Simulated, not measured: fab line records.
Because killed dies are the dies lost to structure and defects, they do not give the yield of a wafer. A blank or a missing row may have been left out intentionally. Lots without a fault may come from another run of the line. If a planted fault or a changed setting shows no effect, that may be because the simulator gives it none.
Which tool is to blame? + flow n5_finfet + at 1 step of a route of 1938, 12 lots with 36 wafers sampled

WHAT THE GAUGES SHOWED, per wafer
N5_DUMMY_GATE_THK_MEAS_05.
| lot  | measured    | on            | thk_nm (nm)    |
|------|-------------|---------------|----------------|
| L075 | day 3 00:59 | film_metro-02 | 73.8 73.6 73.5 |
| L077 | day 3 11:22 | film_metro-01 | 72.2 71.3 73.7 |
| L079 | day 3 22:59 | film_metro-02 | 69.7 71.8 72.1 |
| L081 | day 4 10:52 | film_metro-02 | 72.0 71.5 71.9 |
| L083 | day 5 00:58 | film_metro-01 | 68.5 72.0 69.4 |
| L085 | day 5 13:47 | film_metro-01 | 71.1 71.7 72.5 |
| L087 | day 6 01:04 | film_metro-01 | 70.5 72.2 70.8 |
| L089 | day 6 11:45 | film_metro-02 | 71.9 73.1 72.0 |
| L091 | day 6 23:28 | film_metro-01 | 71.8 70.7 72.4 |
| L093 | day 7 12:05 | film_metro-02 | 72.5 70.0 73.2 |
| L095 | day 7 23:29 | film_metro-01 | 69.6 71.5 68.8 |
| L097 | day 8 13:18 | film_metro-02 | 71.0 72.7 73.0 |

EACH LOT AND THE TOOL THAT RAN IT (in order: tool; ch and the chambers of the sampled wafers; start)
No process step before these readings appears in the record.

THE ANSWER, worked out from the rows above alone
Rule: the lots themselves supply what counts as usual. Put in order of their means at a reading, lots are off if they are a third of the lots or fewer, leave a main group of 4 or more, and stand apart from it by a gap of 3 or more times the standard deviation of the main group's means; of several such gaps the widest counts. A main group whose means are all the same, to the digits that the tables above print for the reading, isn't used. A lot without any number at a reading at which 4 lots or more have one is off too. The other lots that the step has rows for count as sound.
None of the lots is off at any reading shown; this tells nothing.

WHAT HAD BEEN PUT IN BY THE SIMULATOR
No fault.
